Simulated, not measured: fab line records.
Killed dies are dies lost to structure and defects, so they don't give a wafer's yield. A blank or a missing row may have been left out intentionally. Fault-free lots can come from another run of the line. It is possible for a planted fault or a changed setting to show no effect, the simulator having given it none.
fab line records -- flow nandHarc
[record] lots = 12, wafers = 36, lastDay = 34
route steps=1302 shown P_CONTACT@252 P_M0@264 P_M1@292 END@1302
lots untouched by any fault: they come from a run of this same line in which no faults occurred
startH: hours from the record's first day to the start of the lot's first wafer shown -- waitH: hours since the lot's step before -- " identical to the entry in the row above -- L1.1+2: a single row standing in for several wafers -- - either no value or no given start -- * or withheld: withheld -- < > ~ a bound
route shown NAME@n: a module of which the file shows steps, and the number in the route of the first -- usual: the fault-free wafers' mean and standard deviation -- same: alike in all rows -- chamber/n: place in a boat -- sites: the reading at each site -- _std_site: the standard deviation of these -- _edge_site: outer sites' mean less inner sites' -- radiusMm: for every site, how far away it sits from the centre of the wafer -- mask NAME#n: copy n -- behind: the most recent tool/chamber to have shaped the wafer -- hold: cause of the lot's hold/its duration in hours/its outcome -- device: the transistor (n, p or np) that didn't switch -- end of line: tests run on the same wafers once the route is complete -- for a step that has no rows: nothing shown but its recipe -- killed: at the first sort, the dies lost to defects and structure; wafer yield is something else -- map: the dies of a wafer, with x for killed, . for not killed, _ for no die there
set.NAME: the setting as run; set.NAME@STEP: as run at that earlier step -- model.NAME: the simulator's own value behind a step, which no gauge read
route steps across a sampled set of lots; one table per step, one row per wafer
services: from which hour (startH, from the record's first day; less than 0 if before it) a tool's chamber was out of use, for how many hours, and why
[[steps]]
[step NHARC_P_CONTACT_INSPECT_27]
[usual] rawDefectCount = 302/130
lot.wafer,tool,chamber,startH,waitH,rawDefectCount
L206.2,defectInspect-02,-,119.85,0.1,699
L206.3,defectInspect-02,-,119.85,0.1,614
L206.4,defectInspect-02,-,119.85,0.1,278
L207.1,defectInspect-02,-,130.03,0.1,170
L207.2,defectInspect-02,-,130.03,0.1,160
L207.5,defectInspect-02,-,130.03,0.1,209
L209.3,defectInspect-02,-,144.66,0.1,237
L209.4,defectInspect-02,-,144.66,0.1,177
L209.5,defectInspect-02,-,144.66,0.1,135
L210.4,defectInspect-02,-,163.18,0.1,242
L210.5,defectInspect-02,-,163.18,0.1,295
L210.6,defectInspect-02,-,163.18,0.1,175
L211.1,defectInspect-02,-,168.89,0.1,286
L211.2,defectInspect-02,-,168.89,0.1,271
L211.4,defectInspect-02,-,168.89,0.1,147
L213.1,defectInspect-01,-,185.12,0.1,323
L213.2,defectInspect-01,-,185.12,0.1,278
L213.5,defectInspect-01,-,185.12,0.1,356
L218.4,defectInspect-02,-,241.97,0.1,329
L218.5,defectInspect-02,-,241.97,0.1,520
L218.6,defectInspect-02,-,241.97,0.1,676
L222.1,defectInspect-01,-,286.50,0.1,270
L222.4,defectInspect-01,-,286.50,0.1,190
L222.5,defectInspect-01,-,286.50,0.1,196
L223.1,defectInspect-01,-,294.00,0.1,767
L223.3,defectInspect-01,-,294.00,0.1,239
L223.5,defectInspect-01,-,294.00,0.1,349
L225.3,defectInspect-02,-,309.38,0.1,158
L225.4,defectInspect-02,-,309.38,0.1,99
L225.5,defectInspect-02,-,309.38,0.1,140
L228.1,defectInspect-02,-,338.49,0.1,119
L228.3,defectInspect-02,-,338.49,0.1,181
L228.6,defectInspect-02,-,338.49,0.1,219
L229.3,defectInspect-01,-,356.33,0.1,275
L229.4,defectInspect-01,-,356.33,0.1,568
L229.5,defectInspect-01,-,356.33,0.1,342
[step NHARC_P_M0_OVL_MEAS_10]
[recipe] pitchNm = 180
[usual] overlayXNm = 0.1/0.81, overlayYNm = -0.2/0.82
lot.wafer,tool,chamber,startH,waitH,overlayXNm,overlayYNm
L206.2,overlay-01,-,120.86,-,0.6,1.2
L206.3,overlay-01,-,120.86,-,0.5,1.0
L206.4,overlay-01,-,120.86,-,0.3,0.5
L207.1,overlay-01,-,131.02,-,0.3,-0.1
L207.2,overlay-01,-,131.02,-,-0.9,0.2
L207.5,overlay-01,-,131.02,-,0.1,-0.1
L209.3,overlay-01,-,145.67,-,0.0,1.6
L209.4,overlay-01,-,145.67,-,0.2,2.0
L209.5,overlay-01,-,145.67,-,0.0,2.4
L210.4,overlay-01,-,164.16,-,-0.2,0.0
L210.5,overlay-01,-,164.16,-,-0.4,0.1
L210.6,overlay-01,-,164.16,-,-0.7,-0.3
L211.1,overlay-01,-,169.89,-,-1.2,-0.9
L211.2,overlay-01,-,169.89,-,-0.1,-0.8
L211.4,overlay-01,-,169.89,-,-0.8,-0.5
L213.1,overlay-02,-,186.11,-,0.2,0.6
L213.2,overlay-02,-,186.11,-,0.3,1.1
L213.5,overlay-02,-,186.11,-,0.2,0.9
L218.4,overlay-02,-,242.83,-,1.5,-0.2
L218.5,overlay-02,-,242.83,-,0.6,0.2
L218.6,overlay-02,-,242.83,-,0.8,-0.1
L222.1,overlay-02,-,287.62,-,0.1,-0.9
L222.4,overlay-02,-,287.62,-,0.4,-1.0
L222.5,overlay-02,-,287.62,-,0.0,-1.1
L223.1,overlay-01,-,294.99,-,-1.0,0.2
L223.3,overlay-01,-,294.99,-,-1.3,0.2
L223.5,overlay-01,-,294.99,-,-1.3,0.1
L225.3,overlay-01,-,310.38,-,0.1,-0.1
L225.4,overlay-01,-,310.38,-,0.3,0.3
L225.5,overlay-01,-,310.38,-,0.2,0.4
L228.1,overlay-01,-,339.48,-,0.4,0.0
L228.3,overlay-01,-,339.48,-,0.4,-0.5
L228.6,overlay-01,-,339.48,-,0.8,-0.1
L229.3,overlay-01,-,357.32,-,0.6,-1.3
L229.4,overlay-01,-,357.32,-,-0.1,-1.2
L229.5,overlay-01,-,357.32,-,0.6,-1.2
[step NHARC_P_M1_EXPOSE_06]
[recipe] na = 1.35, targetCdNm = 130, doseMj = 81.88, maskId = P_M1
[usual] exposureDoseMJCm2 = 81.84/0.094
lot.wafer,tool,chamber,startH,waitH,mask,exposureDoseMJCm2
L206.2,arfiScanner-03,0,124.79,-,P_M1#0,81.90
L206.3,arfiScanner-03,0,124.79,-,P_M1#0,81.87
L206.4,arfiScanner-03,0,124.79,-,P_M1#0,81.86
L207.1,arfiScanner-01,0,134.90,-,P_M1#0,81.91
L207.2,arfiScanner-01,0,134.90,-,P_M1#0,81.75
L207.5,arfiScanner-01,0,134.90,-,P_M1#0,81.80
L209.3,arfiScanner-01,0,149.42,-,P_M1#0,81.78
L209.4,arfiScanner-01,0,149.42,-,P_M1#0,81.85
L209.5,arfiScanner-01,0,149.42,-,P_M1#0,81.73
L210.4,arfiScanner-03,0,168.01,-,P_M1#0,81.92
L210.5,arfiScanner-03,0,168.01,-,P_M1#0,81.78
L210.6,arfiScanner-03,0,168.01,-,P_M1#0,81.85
L211.1,arfiScanner-01,0,173.77,-,P_M1#0,82.07
L211.2,arfiScanner-01,0,173.77,-,P_M1#0,81.95
L211.4,arfiScanner-01,0,173.77,-,P_M1#0,81.93
L213.1,arfiScanner-03,0,190.20,-,P_M1#0,81.83
L213.2,arfiScanner-03,0,190.20,-,P_M1#0,81.86
L213.5,arfiScanner-03,0,190.20,-,P_M1#0,81.89
L218.4,arfiScanner-02,0,246.72,-,P_M1#0,77.36
L218.5,arfiScanner-02,0,246.72,-,P_M1#0,77.45
L218.6,arfiScanner-02,0,246.72,-,P_M1#0,77.34
L222.1,arfiScanner-02,0,291.45,-,P_M1#0,78.31
L222.4,arfiScanner-02,0,291.45,-,P_M1#0,78.41
L222.5,arfiScanner-02,0,291.45,-,P_M1#0,78.40
L223.1,arfiScanner-03,0,298.82,-,P_M1#0,81.87
L223.3,arfiScanner-03,0,298.82,-,P_M1#0,81.80
L223.5,arfiScanner-03,0,298.82,-,P_M1#0,81.75
L225.3,arfiScanner-03,0,314.07,-,P_M1#0,81.88
L225.4,arfiScanner-03,0,314.07,-,P_M1#0,81.74
L225.5,arfiScanner-03,0,314.07,-,P_M1#0,81.91
L228.1,arfiScanner-03,0,343.34,-,P_M1#0,81.92
L228.3,arfiScanner-03,0,343.34,-,P_M1#0,81.92
L228.6,arfiScanner-03,0,343.34,-,P_M1#0,81.76
L229.3,arfiScanner-01,0,361.19,-,P_M1#0,81.91
L229.4,arfiScanner-01,0,361.19,-,P_M1#0,81.93
L229.5,arfiScanner-01,0,361.19,-,P_M1#0,81.83
[step NHARC_P_M1_CD_MEAS_09]
[recipe] targetCdNm = 130, landingEnergyEv = 500
[usual] cdNm = 129.5/0.57
lot.wafer,tool,chamber,startH,waitH,cdNm
L206.2,cdSem-03,0,124.94,-,129.0
L206.3,cdSem-03,0,124.94,-,129.5
L206.4,cdSem-03,0,124.94,-,129.8
L207.1,cdSem-01,0,135.04,-,129.5
L207.2,cdSem-01,0,135.04,-,129.2
L207.5,cdSem-01,0,135.04,-,129.2
L209.3,cdSem-03,0,149.56,-,130.0
L209.4,cdSem-03,0,149.56,-,128.8
L209.5,cdSem-03,0,149.56,-,129.0
L210.4,cdSem-03,0,168.14,-,129.9
L210.5,cdSem-03,0,168.14,-,129.9
L210.6,cdSem-03,0,168.14,-,129.9
L211.1,cdSem-02,0,173.91,-,130.1
L211.2,cdSem-02,0,173.91,-,129.8
L211.4,cdSem-02,0,173.91,-,130.4
L213.1,cdSem-02,0,190.33,-,130.2
L213.2,cdSem-02,0,190.33,-,129.6
L213.5,cdSem-02,0,190.33,-,129.9
L218.4,cdSem-01,0,246.85,-,126.3
L218.5,cdSem-01,0,246.85,-,126.3
L218.6,cdSem-01,0,246.85,-,126.7
L222.1,cdSem-01,0,291.59,-,126.1
L222.4,cdSem-01,0,291.59,-,126.9
L222.5,cdSem-01,0,291.59,-,127.4
L223.1,cdSem-02,0,298.96,-,128.2
L223.3,cdSem-02,0,298.96,-,128.6
L223.5,cdSem-02,0,298.96,-,128.6
L225.3,cdSem-02,0,314.21,-,129.8
L225.4,cdSem-02,0,314.21,-,129.0
L225.5,cdSem-02,0,314.21,-,129.0
L228.1,cdSem-01,0,343.48,-,128.8
L228.3,cdSem-01,0,343.48,-,129.7
L228.6,cdSem-01,0,343.48,-,129.6
L229.3,cdSem-03,0,361.33,-,129.5
L229.4,cdSem-03,0,361.33,-,130.2
L229.5,cdSem-03,0,361.33,-,130.0
[step NHARC_P_M1_OVL_MEAS_10]
[recipe] pitchNm = 260
[usual] overlayXNm = -0.1/0.86, overlayYNm = 0.2/0.66
lot.wafer,tool,chamber,startH,waitH,overlayXNm,overlayYNm
L206.2,overlay-02,-,125.02,-,1.4,-0.2
L206.3,overlay-02,-,125.02,-,1.0,-0.7
L206.4,overlay-02,-,125.02,-,0.8,0.3
L207.1,overlay-02,-,135.13,-,0.4,0.5
L207.2,overlay-02,-,135.13,-,0.2,1.2
L207.5,overlay-02,-,135.13,-,0.6,1.2
L209.3,overlay-02,-,149.64,-,-0.6,-0.8
L209.4,overlay-02,-,149.64,-,-0.9,-1.0
L209.5,overlay-02,-,149.64,-,-1.2,-1.1
L210.4,overlay-02,-,168.23,-,-2.0,0.0
L210.5,overlay-02,-,168.23,-,-2.3,0.0
L210.6,overlay-02,-,168.23,-,-1.4,0.9
L211.1,overlay-01,-,173.99,-,-0.8,1.2
L211.2,overlay-01,-,173.99,-,-0.9,1.0
L211.4,overlay-01,-,173.99,-,-0.3,0.0
L213.1,overlay-02,-,190.42,-,1.1,1.0
L213.2,overlay-02,-,190.42,-,1.3,0.9
L213.5,overlay-02,-,190.42,-,0.9,0.5
L218.4,overlay-02,-,246.93,-,0.1,0.7
L218.5,overlay-02,-,246.93,-,0.4,0.3
L218.6,overlay-02,-,246.93,-,0.2,-0.3
L222.1,overlay-01,-,291.68,-,0.3,0.6
L222.4,overlay-01,-,291.68,-,0.0,-0.4
L222.5,overlay-01,-,291.68,-,0.4,0.1
L223.1,overlay-02,-,299.05,-,1.4,0.5
L223.3,overlay-02,-,299.05,-,1.7,0.8
L223.5,overlay-02,-,299.05,-,1.6,1.2
L225.3,overlay-02,-,314.29,-,-0.5,-1.7
L225.4,overlay-02,-,314.29,-,-0.9,-1.1
L225.5,overlay-02,-,314.29,-,-1.2,-1.1
L228.1,overlay-01,-,343.57,-,-0.6,-1.0
L228.3,overlay-01,-,343.57,-,0.9,-0.2
L228.6,overlay-01,-,343.57,-,0.5,-0.4
L229.3,overlay-01,-,361.41,-,0.2,0.2
L229.4,overlay-01,-,361.41,-,-0.2,0.3
L229.5,overlay-01,-,361.41,-,-0.1,0.3
[step NHARC_END_SORT_01]
[recipe] tempC = 25
[usual] defectLimitedYield = 91.4/2.7, killedAtArray = 53/18, killedAtOther = 1.0/1.2, killedAtPeriphery = 3.6/2.4, killedDies = 58/18, killedOpen = 3.4/1.8, killedShort = 2.3/1.5, sort_bin_2_pct = 3.1/1.2, sort_bin_3_pct = 0.7/0.39, sort_bin_4_pct = 4.8/1.6, sortNPass = 619/18, sortRimYieldPct = 88/4.1, sortYieldPct = 91.4/2.7
[same] grossDies = 677, sort_bin_5_pct[%] = 0, sort_bin_6_pct[%] = 0, sort_bin_7_pct[%] = 0, sort_bin_8_pct[%] = 0, sortRimNGross = 106.00
lot.wafer,tool,chamber,startH,waitH,defectLimitedYield[%],killedAtArray,killedAtOther,killedAtPeriphery,killedDies,killedOpen,killedShort,sort_bin_2_pct[%],sort_bin_3_pct[%],sort_bin_4_pct[%],sortNPass,sortRimYieldPct[%],sortYieldPct[%]
L218.6,prober-01,0,685.71,4.0,93.8,40,0,2,42,3,2,2.4,0.4,3.4,635,86,93.8
// killed by level:class
L218.6 A_SLIT:chamberFilmFlake=23 A_CHANNEL_HOLE_D1:chamberFilmFlake=8 A_WL_FILL:geometricParticle:open=2 A_CONTACT:chamberFilmFlake=2 P_GATE:geometricParticle:short=1 P_M1:geometricParticle:open=1 A_DECK1_JOINT:geometricParticle:short=1 A_ZERO_WELL:chamberFilmFlake=1
[[services]]
tool,chamber,startH,hours,kind
arfiScanner-02,-,140.00,4.0,pm
arfiScanner-02,-,158.66,2.0,repair
arfiScanner-03,-,171.97,0.2,repair
arfiScanner-01,-,185.52,1.7,repair
arfiScanner-03,-,196.00,4.0,pm
arfiScanner-01,-,206.23,5.5,repair
arfiScanner-02,-,213.38,1.8,repair
arfiScanner-03,0,213.57,-,calibration
arfiScanner-03,-,224.98,0.4,repair
arfiScanner-01,-,252.00,4.0,pm
arfiScanner-02,0,255.28,-,calibration
arfiScanner-03,-,262.71,0.4,repair
arfiScanner-03,-,265.46,1.4,repair
arfiScanner-01,0,278.64,-,calibration
arfiScanner-01,-,284.07,0.7,repair
arfiScanner-01,-,304.37,2.2,repair
arfiScanner-02,-,312.00,4.0,pm
arfiScanner-03,-,315.28,1.4,repair
arfiScanner-01,-,337.23,0.2,repair
arfiScanner-01,-,343.51,7.0,repair
arfiScanner-03,-,357.72,0.3,repair
[[key]]
[firstSign] step = NHARC_P_M1_EXPOSE_06, reading = exposureDoseMJCm2, direction = down, sigmas = 42, usual = 81.84, struck = 77.88
[effect] step = NHARC_P_M1_CD_MEAS_09, reading = cdNm, direction = down, sigmas = 4.9, usual = 129.5, struck = 126.6, through = controlLoop
metAt NHARC_P_M1_EXPOSE_06
struckLots L218,L222
[loopTrim] step = NHARC_P_M1_EXPOSE_06, setting = dose, lots = L222
notActingAt NHARC_P_CONTACT_INSPECT_27,NHARC_P_M0_OVL_MEAS_10,NHARC_P_M1_OVL_MEAS_10
[fault] kind = processParameterDrift, tool = arfiScanner-02, chamber = -, onsetH = 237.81, steps = NHARC_P_M1_EXPOSE_06, channel = doseMj, offset = -4.2462, shape = step, actsIn = theseRecipesOnly, stated = 81.88
// loopTrim: a control loop set the setting to another value than it would have without faults
